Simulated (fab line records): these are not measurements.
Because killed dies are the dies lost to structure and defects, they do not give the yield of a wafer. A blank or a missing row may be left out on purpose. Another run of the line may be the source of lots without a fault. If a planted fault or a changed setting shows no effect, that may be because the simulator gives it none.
fab line records	flow n5Finfet	part 2 of 2: steps 17 to 22 of 22
record: lots: 5	wafers: 15	lastDay: 18
route steps=1938 shown BEOL_M3@961
lots that met no fault: taken from a fault-free run of the same line
startH: the number of hours between the record's first day and the start of the first shown wafer of the lot	waitH: hours elapsed since this lot's preceding step	" same as the row above	L1.1+2: a single row standing in for several wafers	- no value present, or no start provided	* or withheld: withheld	< > ~ a bound
route shown NAME@n: names a module that has steps shown in the file, with the first one's number in the route	usual: the fault-free wafers' mean and standard deviation	same: alike in all rows	chamber/n: place in a boat	sites: the reading at each site	_std_site: the values' standard deviation	_edge_site: outer sites' mean less inner sites'	radiusMm: how far each site lies from the wafer's centre	mask NAME#n: copy n	behind: the tool/chamber that last shaped the wafer	hold: cause of the lot's hold/its duration in hours/its outcome	device: whichever transistor did not switch (one of n, p or np)	end of line: the tests these same wafers got at the end of their route	where a step has no rows: the recipe by itself	killed: the dies lost at the first sort to structure and to defects; this is not the yield of the wafer	map: per-die view of a wafer (x killed, . not killed, _ where there is no die)
set.NAME: the run value of the setting; set.NAME@STEP: its run value at that earlier step	model.NAME: the simulator's own value behind a step, which no gauge read
lots at some steps of the route; a table a step, a row a wafer
services: from which hour (startH, from the record's first day; less than 0 if before it) a tool's chamber was out of use, for how many hours, and why
== steps ==
step: N5_BEOL_M3_VIA_ETCH_34
recipe: chemistry: C4F6/O2	targetDepthA: 694	maskMaterial: SOC	pressureMtorr: 15	ionEnergyEv: 250	taperDeg: 4	timeS: 65.9	sourceW: 350	biasW: 170	Ar_flow_sccm: 300	C4F6_flow_sccm: 10	O2_flow_sccm: 10
usual: drypumpMotorCurrentA: 5.8/0.47	oes_o_777_au: 0.81/0.065	oesProductAu: 0.82/0.069	rfFwdPowerW: 347.3/1.2	rfVppV: 669/20	showerheadPlenumPTorr: 2.85/0.087	throttleValvePct: 30.71/0.28
lot.wafer	tool	chamber	startH	waitH	drypumpMotorCurrentA	oes_o_777_au	oesProductAu	rfFwdPowerW	rfHoursCounterH	rfVppV	showerheadPlenumPTorr	throttleValvePct
L076.2	rieDiel-03	3	188.34	0.0	6.5	0.88	0.88	348.1	33	653	3.04	31.13
L076.4	"	2	"	"	5.8	0.78	0.78	346.5	111	654	2.87	30.49
L076.5	"	3	"	"	6.6	0.89	0.88	348.3	-	655	3.04	31.13
L077.1	rieDiel-01	1	192.97	0.0	5.4	0.81	0.85	346.5	37	679	2.81	30.37
L077.3	"	2	"	"	5.3	0.91	0.92	348.0	23	680	2.78	30.62
L077.5	"	2	"	"	5.3	0.90	0.92	348.4	-	681	2.78	30.64
L079.2	rieDiel-01	0	196.07	0.0	5.5	0.88	0.91	347.1	30	676	2.80	30.71
L079.3	"	3	"	"	6.0	0.85	0.85	347.0	55	633	2.93	31.12
L079.4	"	1	"	"	5.4	0.81	0.86	348.0	38	679	2.81	30.37
L093.1	rieDiel-03	1	272.31	0.0	6.6	0.71	0.74	346.2	186	682	2.79	30.45
L093.2	"	0	"	"	6.1	0.79	0.81	350.7	89	691	2.84	30.83
L093.4	"	3	"	"	6.5	0.85	0.86	345.7	58	654	3.03	31.17
L095.1	rieDiel-03	3	289.62	0.0	6.5	0.84	0.84	348.1	64	655	3.03	31.16
L095.3	"	2	"	"	5.8	0.75	0.75	347.2	143	653	2.86	30.52
L095.4	"	1	"	"	6.6	0.70	0.74	346.6	191	684	2.79	30.46
step: N5_BEOL_M3_STRIP_83
recipe: chemistry: C4F6/O2	resist: SiARC	rfFrequencyHz: 6e+07
lot.wafer	tool	chamber	startH	waitH
L076.2+4+5	rieDiel-03	3,2,3	188.40	0.0
L077.1+3+5	rieDiel-01	1,2,2	193.02	0.0
L079.2+3+4	rieDiel-01	0,3,1	196.12	0.0
L093.1+2+4	rieDiel-03	1,0,3	272.37	0.0
L095.1+3+4	rieDiel-03	3,2,1	289.67	0.0
step: N5_BEOL_M3_STRIP_36
recipe: chemistry: N2/H2	powerW: 450	tempC: 40	pressureMtorr: 20	rfFrequencyHz: 6e+07	overashFraction: 0.3	biasPowerW: 7	h2Frac: 0.5	n2FlowSccm: 200	h2FlowSccm: 200
usual: biasPowerW: 6.999/0.018	drypumpMotorCurrentA: 5.8/0.47	h2FlowSccm: 200.1/0.62	oesProductAu: 0.83/0.068	rfVppV: 58.9/1.5	showerheadPlenumPTorr: 2.53/0.078	throttleValvePct: 23.4/0.39
lot.wafer	tool	chamber	startH	waitH	biasPowerW	drypumpMotorCurrentA	h2FlowSccm	oesProductAu	rfHoursCounterH	rfVppV	showerheadPlenumPTorr	throttleValvePct
L076.2	rieDiel-03	3	188.41	0.0	7.036	6.5	201.0	0.89	33	58.3	2.69	23.6
L076.4	"	2	"	"	7.007	5.7	201.1	0.78	111	58.5	2.56	23.2
L076.5	"	3	"	"	7.004	6.5	200.6	0.90	-	56.5	2.69	23.6
L077.1	rieDiel-01	1	193.03	0.0	6.975	5.4	200.3	0.87	37	58.3	2.48	22.7
L077.3	"	2	"	"	6.987	5.3	199.5	0.93	23	61.2	2.45	23.1
L077.5	"	2	"	"	6.986	5.3	200.1	0.92	-	60.8	2.45	23.1
L079.2	rieDiel-01	0	196.13	0.0	6.997	5.5	199.9	0.91	30	57.4	2.46	23.4
L079.3	"	3	"	"	6.980	6.0	200.2	0.85	55	59.1	2.57	23.6
L079.4	"	1	"	"	7.024	5.4	200.4	0.86	38	60.4	2.48	22.8
L093.1	rieDiel-03	1	272.38	0.0	7.010	6.6	200.4	0.73	186	58.9	2.51	23.4
L093.2	"	0	"	"	6.991	6.1	200.4	0.79	89	61.1	2.56	24.2
L093.4	"	3	"	"	7.004	6.5	199.8	0.86	58	57.7	2.68	23.7
L095.1	rieDiel-03	3	289.68	0.0	6.956	6.5	200.8	0.85	64	58.0	2.68	23.6
L095.3	"	2	"	"	7.030	5.8	201.0	0.75	143	58.8	2.55	23.3
L095.4	"	1	"	"	7.017	6.6	200.6	0.74	191	58.5	2.50	23.4
step: N5_BEOL_M3_TRENCH_ETCH_37
recipe: chemistry: C4F6/O2	targetDepthA: 555.55	target: SiOC	timeS: 29.2	ionEnergyEv: 250	pressureMtorr: 30	sourceW: 355	biasW: 185	Ar_flow_sccm: 300	C4F6_flow_sccm: 10	O2_flow_sccm: 10
usual: drypumpMotorCurrentA: 5.8/0.47	oes_o_777_au: 0.81/0.066	oesProductAu: 0.82/0.068	rfFwdPowerW: 350.2/1.6	rfVppV: 670/21	showerheadPlenumPTorr: 2.86/0.087	throttleValvePct: 20.78/0.18
lot.wafer	tool	chamber	startH	waitH	drypumpMotorCurrentA	oes_o_777_au	oesProductAu	rfFwdPowerW	rfHoursCounterH	rfVppV	showerheadPlenumPTorr	throttleValvePct
L076.2	rieDiel-03	3	-	-	6.5	0.88	0.89	349.5	33	654	3.04	20.84
L076.4	"	2	"	"	5.8	0.77	0.77	350.2	111	654	2.88	20.79
L076.5	"	3	"	"	6.5	0.88	0.89	348.9	-	655	3.05	20.84
L077.1	rieDiel-01	1	-	-	5.4	0.82	0.86	350.2	37	679	2.81	20.55
L077.3	"	2	"	"	5.3	0.91	0.92	353.3	23	681	2.79	20.58
L077.5	"	2	"	"	5.3	0.91	0.91	354.1	-	683	2.79	20.61
L079.2	rieDiel-01	0	-	-	5.5	0.89	0.89	349.4	30	675	2.81	20.76
L079.3	"	3	"	"	6.1	0.85	0.85	349.7	55	631	2.93	21.01
L079.4	"	1	"	"	5.4	0.81	0.85	349.6	38	680	2.81	20.56
L093.1	rieDiel-03	1	-	-	6.6	0.71	0.74	348.6	186	683	2.80	20.82
L093.2	"	0	"	"	6.0	0.78	0.80	351.6	89	693	2.84	20.79
L093.4	"	3	"	"	6.5	0.85	0.85	350.7	58	655	3.03	20.88
L095.1	rieDiel-03	3	-	-	6.5	0.84	0.84	349.8	64	655	3.03	20.87
L095.3	"	2	"	"	5.8	0.73	0.75	349.6	144	653	2.86	20.83
L095.4	"	1	"	"	6.6	0.70	0.73	346.9	191	684	2.80	20.80
step: N5_BEOL_M3_ETCH_41
recipe: chemistry: CH3F/O2	target: SiCN	targetDepthA: 299	taperDeg: 2	timeS: 52.5	ionEnergyEv: 120	maskMaterial: TiN	pressureMtorr: 30	sourceW: 395	biasW: 75	Ar_flow_sccm: 150	CH3F_flow_sccm: 30	O2_flow_sccm: 20
usual: drypumpMotorCurrentA: 5.8/0.47	oesProductAu: 0.82/0.069	rfFwdPowerW: 391.4/1.5	rfVppV: 297.3/1.4	showerheadPlenumPTorr: 2.01/0.062	throttleValvePct: 16.21/0.17
lot.wafer	tool	chamber	startH	waitH	drypumpMotorCurrentA	oesProductAu	rfFwdPowerW	rfHoursCounterH	rfVppV	showerheadPlenumPTorr	throttleValvePct
L076.2	rieDiel-03	3	-	-	6.5	0.89	391.6	33	300.2	2.14	16.14
L076.4	"	2	"	"	5.8	0.78	390.8	111	298.0	2.02	16.24
L076.5	"	3	"	"	6.5	0.88	391.2	-	298.8	2.14	16.14
L077.1	rieDiel-01	1	-	-	5.4	0.85	389.3	37	296.0	1.97	15.99
L077.3	"	2	"	"	5.3	0.91	393.8	23	297.4	1.96	16.01
L077.5	"	2	"	"	5.3	0.92	394.3	-	298.0	1.96	16.00
L079.2	rieDiel-01	0	-	-	5.5	0.92	389.5	30	296.2	1.97	16.11
L079.3	"	3	"	"	6.0	0.86	391.1	55	295.8	2.06	16.36
L079.4	"	1	"	"	5.4	0.85	390.5	38	297.1	1.97	15.98
L093.1	rieDiel-03	1	-	-	6.6	0.74	389.8	186	296.6	1.96	16.34
L093.2	"	0	"	"	6.1	0.81	394.1	89	297.9	2.00	16.26
L093.4	"	3	"	"	6.5	0.86	391.8	58	299.6	2.13	16.20
L095.1	rieDiel-03	3	-	-	6.5	0.85	389.7	64	299.7	2.13	16.22
L095.3	"	2	"	"	5.8	0.75	390.9	144	296.3	2.01	16.31
L095.4	"	1	"	"	6.6	0.73	388.3	191	295.6	1.96	16.35
step: N5_BEOL_M3_STRIP_97
recipe: chemistry: N2/H2	timeS: 10	powerW: 450	tempC: 40	pressureMtorr: 20	rfFrequencyHz: 6e+07	biasPowerW: 7	n2FlowSccm: 200	h2FlowSccm: 200
usual: biasPowerW: 6.999/0.021	drypumpMotorCurrentA: 5.8/0.47	h2FlowSccm: 200.0/0.63	oesProductAu: 0.83/0.067	rfVppV: 59.3/0.92	showerheadPlenumPTorr: 2.53/0.078	throttleValvePct: 23.4/0.39
lot.wafer	tool	chamber	startH	waitH	biasPowerW	drypumpMotorCurrentA	h2FlowSccm	oesProductAu	rfHoursCounterH	rfVppV	showerheadPlenumPTorr	throttleValvePct
L076.2	rieDiel-03	3	-	-	6.993	6.6	200.3	0.90	33	58.5	2.69	23.6
L076.4	"	2	"	"	6.988	5.8	200.7	0.79	111	58.3	2.56	23.2
L076.5	"	3	"	"	7.006	6.6	200.2	0.90	-	60.0	2.69	23.6
L077.1	rieDiel-01	1	-	-	7.003	5.4	199.8	0.87	37	58.5	2.48	22.8
L077.3	"	2	"	"	7.015	5.3	201.5	0.92	23	60.3	2.45	23.1
L077.5	"	2	"	"	7.022	5.3	200.4	0.92	-	58.5	2.45	23.1
L079.2	rieDiel-01	0	-	-	7.015	5.5	200.8	0.90	30	59.8	2.46	23.4
L079.3	"	3	"	"	6.988	6.1	199.6	0.85	55	60.1	2.57	23.5
L079.4	"	1	"	"	6.977	5.4	200.6	0.87	38	59.9	2.48	22.8
L093.1	rieDiel-03	1	-	-	7.010	6.6	200.0	0.72	186	60.5	2.51	23.4
L093.2	"	0	"	"	7.046	6.1	200.4	0.80	89	60.4	2.57	24.3
L093.4	"	3	"	"	7.002	6.5	199.6	0.84	58	59.3	2.68	23.6
L095.1	rieDiel-03	3	-	-	6.969	6.5	200.2	0.84	64	60.4	2.68	23.7
L095.3	"	2	"	"	6.992	5.8	200.0	0.74	144	59.7	2.55	23.2
L095.4	"	1	"	"	6.997	6.6	199.4	0.73	191	59.2	2.50	23.4
== services ==
tool	chamber	startH	hours	kind
aldSin-02	-	155.19	0.6	repair
euvScanner-02	-	157.61	1.0	pm
euvScanner-02	-	192.84	4.6	pm
euvScanner-01	-	198.58	1.0	pm
euvScanner-01	0	201.09	-	calibration
aldSin-02	1	211.53	4.4	repair
euvScanner-02	-	213.76	1.0	pm
euvScanner-02	0	226.92	-	calibration
euvScanner-01	-	231.02	12.0	pm
euvScanner-01	-	244.48	4.6	pm
aldSin-02	0	254.11	2.8	repair
euvScanner-01	-	254.73	1.0	pm
lithoTrack-04	-	256.17	-	consumableReplace:filter
rieDiel-03	3	256.81	3.9	repair
aldSin-02	-	268.25	14.0	pm
aldSin-02	0	268.25	14.0	ventCycle
aldSin-02	1	268.25	14.0	ventCycle
aldSin-02	2	268.25	14.0	ventCycle
aldSin-02	3	268.25	20.5	ventCycle
euvScanner-02	-	269.91	1.0	pm
aldSin-02	0	282.25	-	clean
aldSin-02	1	282.25	-	clean
aldSin-02	2	282.25	-	clean
